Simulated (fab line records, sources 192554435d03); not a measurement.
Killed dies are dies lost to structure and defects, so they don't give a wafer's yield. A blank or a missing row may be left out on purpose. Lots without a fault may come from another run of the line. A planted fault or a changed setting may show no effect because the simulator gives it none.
fab line records | flow n5_finfet
record lots=4 wafers=12 last_day=17
route steps=1938 shown BEOL_M11@1548 PASSIVATION@1936
lots that met no fault: from a run of the same line without faults
start_h: hours from the record's first day to the start of the lot's first wafer shown | wait_h: hours since the lot's step before | " the same as in the row above | L1.1+2: a row that stands for several wafers | - no value, or no start given | * or withheld: withheld | < > ~ a bound
route shown NAME@n: a module of which the file shows steps, and the number in the route of the first | usual: mean/standard deviation of fault-free wafers | same: alike in all rows | chamber/n: place in a boat | sites: the reading at each site | _std_site: their standard deviation | _edge_site: outer sites' mean less inner sites' | radius_mm: how far each site lies from the wafer's centre | mask NAME#n: copy n | behind: the tool/chamber that last shaped the wafer | hold: why the lot was held/for how many hours/how that ended | device: the transistor (n, p or np) that didn't switch | end of line: the same wafers' tests at the end of the route | a step without rows: its recipe alone | killed: dies lost to structure and defects at the first sort, not the wafer's yield | map: a wafer's dies, x killed, . not, _ none there
set.NAME: the setting as run; set.NAME@STEP: as run at that earlier step | model.NAME: the simulator's own value behind a step, which no gauge read
lots at some steps of the route; a table a step, a row a wafer
services: from which hour (start_h, from the record's first day; less than 0 if before it) a tool's chamber was out of use, for how many hours, and why
## steps
# step N5_BEOL_M11_DEVELOP_10
# recipe develop_time_s=30 developer=TMAH resist=CAR-ArF rinse_liquid=diw dry=air_spin dev_temp_c=23
# step N5_BEOL_M11_DESCUM_16
# recipe chemistry=O2 time_s=7.9 source_power_w=50 bias_power_w=20 pressure_mtorr=20 rf_frequency_hz=2.712e+07 temp_c=40 resist=CAR-ArF o2_flow_sccm=225
# step N5_BEOL_M11_ETCH_61
# recipe chemistry=CF4 target=SiARC target_depth_a=390 mask_material=CAR-ArF time_s=65 ion_energy_ev=80 pressure_mtorr=40 source_w=545 bias_w=36 Ar_flow_sccm=100 cf4_flow_sccm=100 ends=cleared
# step N5_BEOL_M11_ETCH_62
# recipe chemistry=N2/H2 target=SOC target_depth_a=1100 overetch_a=220 mask_material=SiARC temp_c=40 time_s=165 ion_energy_ev=200 pressure_mtorr=30 source_w=840 bias_w=150 n2_flow_sccm=200 h2_flow_sccm=200
# step N5_BEOL_M11_STRIP_68
# recipe chemistry=N2/H2 temp_c=40 n2_flow_sccm=200 h2_flow_sccm=200 rf_frequency_hz=6e+07
# step N5_BEOL_M11_STRIP_67
# recipe chemistry=CF4 resist=SiARC power_w=300 bias_power_w=75 pressure_mtorr=50 cf4_flow_sccm=150 rf_frequency_hz=6e+07
# step N5_BEOL_M11_HM_OPEN_17
# recipe chemistry=Cl2/BCl3 target_depth_a=200 overetch_a=60 target=TiN mask_material=SOC ion_energy_ev=150 pressure_mtorr=10 icp_w=1000 bias_w=126 Cl2_flow_sccm=53.25 bcl3_flow_sccm=21.75 Ar_flow_sccm=25
# step N5_BEOL_M11_STRIP_19
# recipe chemistry=O2 power_w=400 temp_c=40 pressure_mtorr=30 rf_frequency_hz=6e+07 bias_power_w=0 overash_fraction=0.2 o2_flow_sccm=225
# step N5_BEOL_M11_COAT_63
# recipe resist=SOC temp_c=250 time_s=60 spin_rpm=1500 resist_thk_nm=100
# usual plate_temp_C=250.00/0.17 spin_speed_rpm=1499.8/0.96
# same time_s=60
# columns lot.wafer tool chamber start_h wait_h plate_temp_C spin_speed_rpm model.SOC_of_BEOL_M11_COAT_63.thk_nm
L110.3 litho_track-01 0 285.04 0.2 250.08 1265.6 108.8
L110.4 " 0 " " 250.02 1267.1 109.2
L110.6 " 0 " " 250.22 1266.2 108.8
L113.2 litho_track-01 0 290.13 0.0 249.62 1266.9 108.8
L113.4 " 0 " " 249.96 1267.2 108.8
L113.6 " 0 " " 249.89 1265.6 108.8
L118.2 litho_track-03 0 340.14 0.8 250.06 1499.6 99.8
L118.5 " 0 " " 249.85 1498.0 100.2
L118.6 " 0 " " 250.14 1499.1 100
L123.1 litho_track-01 0 362.20 0.2 249.85 1500.2 100.8
L123.2 " 0 " " 249.86 1500.5 100.4
L123.5 " 0 " " 249.87 1500.0 100.6
# step N5_BEOL_M11_COAT_64
# recipe resist=SiARC temp_c=220 time_s=60 spin_rpm=1500 resist_thk_nm=30
# step N5_BEOL_M11_COAT_22
# recipe resist=CAR-ArF spin_rpm=1500 resist_thk_nm=90
# step N5_BEOL_M11_EBR_24
# recipe solvent=PGMEA ebr_width_mm=1.5
# step N5_BEOL_M11_SOFTBAKE_23
# recipe temp_c=110 time_s=60 resist=CAR-ArF
# step N5_BEOL_M11_EXPOSE_25
# recipe mask_id=V10 na=1.35 source_shape=annular sigma_inner=0.5 sigma_outer=0.8 polarization=unpolarized dose_mj=85.5
# step N5_BEOL_M11_PEB_26
# recipe peb_temp_c=withheld peb_time_s=60 resist=CAR-ArF
# step N5_BEOL_M11_DEVELOP_27
# recipe develop_time_s=30 developer=TMAH resist=CAR-ArF rinse_liquid=diw dry=air_spin dev_temp_c=23
# step N5_BEOL_M11_DESCUM_33
# recipe chemistry=O2 time_s=7.9 source_power_w=50 bias_power_w=20 pressure_mtorr=20 rf_frequency_hz=2.712e+07 temp_c=40 resist=CAR-ArF o2_flow_sccm=225
# step N5_BEOL_M11_ETCH_65
# recipe chemistry=CF4 target=SiARC target_depth_a=390 mask_material=CAR-ArF time_s=65 ion_energy_ev=80 pressure_mtorr=40 source_w=545 bias_w=36 Ar_flow_sccm=100 cf4_flow_sccm=100 ends=cleared
# step N5_BEOL_M11_ETCH_66
# recipe chemistry=N2/H2 target=SOC target_depth_a=1200 overetch_a=240 mask_material=SiARC temp_c=40 time_s=180 ion_energy_ev=200 pressure_mtorr=30 source_w=840 bias_w=150 n2_flow_sccm=200 h2_flow_sccm=200
# usual drypump_motor_current_A=5.7/0.48 oes_product_au=0.64/0.076 rf_vpp_V=523.0/2.2 showerhead_plenum_p_Torr=2.51/0.077 temp_c=40.03/0.11 throttle_valve_pct=17.70/0.27
# same time_s=180
# columns lot.wafer tool chamber start_h wait_h drypump_motor_current_A oes_product_au rf_hours_counter_h rf_vpp_V showerhead_plenum_p_Torr temp_c throttle_valve_pct model.etch.depth_nm
L110.3 rie_diel-03 1 286.23 0.0 6.3 0.82 0 526.3 2.61 39.97 17.20 108.8
L110.4 " 2 " " 5.6 0.61 - 523.4 2.49 40.04 18.06 109.2
L110.6 " 3 " " 5.8 0.64 - 525.5 2.57 39.95 17.76 108.9
L113.2 rie_diel-04 0 290.68 0.0 5.9 0.62 164 517.7 2.35 40.08 17.92 108.7
L113.4 " 2 " " 5.2 0.62 181 524.6 2.52 39.87 17.58 108.7
L113.6 " 2 " " 5.2 0.62 - 522.7 2.52 39.78 17.56 108.8
L118.2 rie_diel-04 1 340.91 0.0 5.3 0.64 132 520.8 2.45 39.98 17.60 99.81
L118.5 " 1 " " 5.3 0.64 - 521.7 2.45 40.16 17.61 100.1
L118.6 " 0 " " 5.9 0.58 - 517.2 2.35 40.08 17.95 100
L123.1 rie_diel-04 1 362.75 0.0 5.3 0.63 140 521.8 2.44 40.13 17.64 100.8
L123.2 " 3 " " 6.3 0.79 3 522.9 2.49 40.11 17.43 100.4
L123.5 " 3 " " 6.3 0.79 - 522.3 2.49 39.95 17.43 100.5
# step N5_BEOL_M11_STRIP_69
# recipe chemistry=N2/H2 temp_c=40 n2_flow_sccm=200 h2_flow_sccm=200 rf_frequency_hz=6e+07
# step N5_BEOL_M11_VIA_ETCH_34
# recipe chemistry=C4F6/O2 target=SiCOH_lowk target_depth_a=1845 mask_material=SOC taper_deg=4 time_s=69.2 ion_energy_ev=250 pressure_mtorr=30 source_w=345 bias_w=185 Ar_flow_sccm=300 C4F6_flow_sccm=10 O2_flow_sccm=10
# usual drypump_motor_current_A=5.7/0.48 oes_product_au=0.79/0.1 rf_vpp_V=667/12 showerhead_plenum_p_Torr=2.81/0.087 throttle_valve_pct=20.75/0.27
# same time_s=69.2
# columns lot.wafer tool chamber start_h wait_h drypump_motor_current_A oes_product_au rf_hours_counter_h rf_vpp_V showerhead_plenum_p_Torr throttle_valve_pct model.SOC_of_BEOL_M11_COAT_63.thk_nm
L110.3 rie_diel-03 1 286.35 0.0 6.3 0.98 0 677 2.91 20.28 100.8
L110.4 " 2 " " 5.6 0.71 - 673 2.80 21.17 101.2
L110.6 " 3 " " 5.8 0.76 - 668 2.85 20.68 100.6
L113.2 rie_diel-04 0 290.80 0.0 5.9 0.72 164 640 2.61 20.84 100.8
L113.4 " 2 " " 5.2 0.71 181 666 2.83 20.58 100.8
L113.6 " 2 " " 5.2 0.71 - 666 2.84 20.58 101
L118.2 rie_diel-04 1 341.03 0.0 5.3 0.78 132 682 2.73 20.49 92
L118.5 " 1 " " 5.3 0.79 - 682 2.73 20.49 92.2
L118.6 " 0 " " 5.9 0.71 - 641 2.60 20.84 92.2
L123.1 rie_diel-04 1 362.87 0.0 5.3 0.77 140 681 2.72 20.51 93
L123.2 " 3 " " 6.2 0.96 3 664 2.81 20.64 92.6
L123.5 " 3 " " 6.2 0.95 - 666 2.81 20.63 92.8
# step N5_BEOL_M11_STRIP_73
# recipe chemistry=C4F6/O2 resist=SiARC rf_frequency_hz=6e+07
# step N5_PASSIVATION_PROBE_49
# usual defect_limited_yield=91.4/1.4 killed_at_M0_to_M3=33/11 killed_at_M4_up=13/5.3 killed_at_contacts=13/6.1 killed_at_front_end=40/11 killed_at_other=2.9/2.7 killed_dies=102/17 killed_on_rim=14/4.2 killed_open=68/13 killed_short=32/7.5 sort_bin_5_function=5.1/0.98 sort_bin_6_memory=3.2/0.69 sort_n_pass=1077/21 sort_yield_pct=91.3/1.7
# same gross_dies=1180 killed_at_back_side=0 sort_bin_4_leakage[%]=0 sort_bin_8_speed[%]=0
# columns lot.wafer tool chamber start_h wait_h defect_limited_yield[%] killed_at_M0_to_M3 killed_at_M4_up killed_at_contacts killed_at_front_end killed_at_other killed_dies killed_on_rim killed_open killed_short sort_bin_5_function[%] sort_bin_6_memory[%] sort_n_pass sort_yield_pct[%]
L118.5 prober-02 - 392.02 0.2 88.2 55 17 9 46 12 139 15 87 51 6.3 4.8 1041 88.2
L118.6 prober-02 - 392.07 0.3 89.6 52 13 11 39 8 123 19 75 47 6.4 3.6 1057 89.6
# killed by level:class
L118.5 BEOL_M0_SAQP:geometric_particle:short=13 BEOL_M1:geometric_particle:open=13 BEOL_M3:geometric_particle:open=9 MOL_CONTACT_COAG:geometric_particle:open=8 BEOL_M0_SAQP:geometric_particle:open=8 FIN_SAQP:geometric_particle:short=7 STARTING-WAFER:geometric_particle:open=7 FIN_SAQP:geometric_particle:open=6
L118.6 BEOL_M3:geometric_particle:open=14 STI_FIN_REVEAL:geometric_particle:open=12 BEOL_M0_SAQP:geometric_particle:open=12 BEOL_M0_SAQP:geometric_particle:short=10 MOL_CONTACT_COAG:geometric_particle:open=7 FIN_SAQP:geometric_particle:open=6 FIN_SAQP:geometric_particle:short=6 GATE_CUT:geometric_particle:short=6
## services
# columns tool chamber start_h hours kind
rie_diel-03 1 264.73 - clean
rie_diel-03 1 264.73 - consumable_replace:focus_ring
rie_diel-03 1 264.73 16.1 scheduled_down
rie_diel-03 1 264.73 16.1 vent_cycle
rie_diel-03 - 271.55 14.6 pm
rie_diel-03 0 318.78 21.1 repair
rie_diel-04 0 319.25 5.6 repair
rie_diel-04 3 338.66 - clean
rie_diel-04 3 338.66 - consumable_replace:focus_ring
rie_diel-04 3 338.66 15.6 scheduled_down
rie_diel-04 3 338.66 15.6 vent_cycle
rie_diel-03 2 339.96 - clean
rie_diel-03 2 339.96 - consumable_replace:focus_ring
rie_diel-03 2 339.96 16.9 scheduled_down
rie_diel-03 2 339.96 16.9 vent_cycle
## key
first_sign step=N5_BEOL_M11_COAT_63 reading=spin_speed_rpm direction=down sigmas=99+ usual=* struck=*
effect none on later readings
model_effect step=N5_BEOL_M11_COAT_63 value=SOC_of_BEOL_M11_COAT_63.thk_nm without=100.1 struck=108.9
model_effect step=N5_BEOL_M11_ETCH_66 value=etch.depth_nm without=100 struck=108.9
model_effect step=N5_BEOL_M11_VIA_ETCH_34 value=SOC_of_BEOL_M11_COAT_63.thk_nm without=92 struck=100.9
met_at N5_BEOL_M11_COAT_63
struck_wafers L110.3,L110.4,L110.6,L113.2,L113.4,L113.6
fault kind=process_parameter_drift tool=litho_track-01 chamber=- onset_h=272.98 steps=N5_BEOL_M11_COAT_63 channel=spin_rpm offset=* shape=step end_h=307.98 acts_in=* stated=*
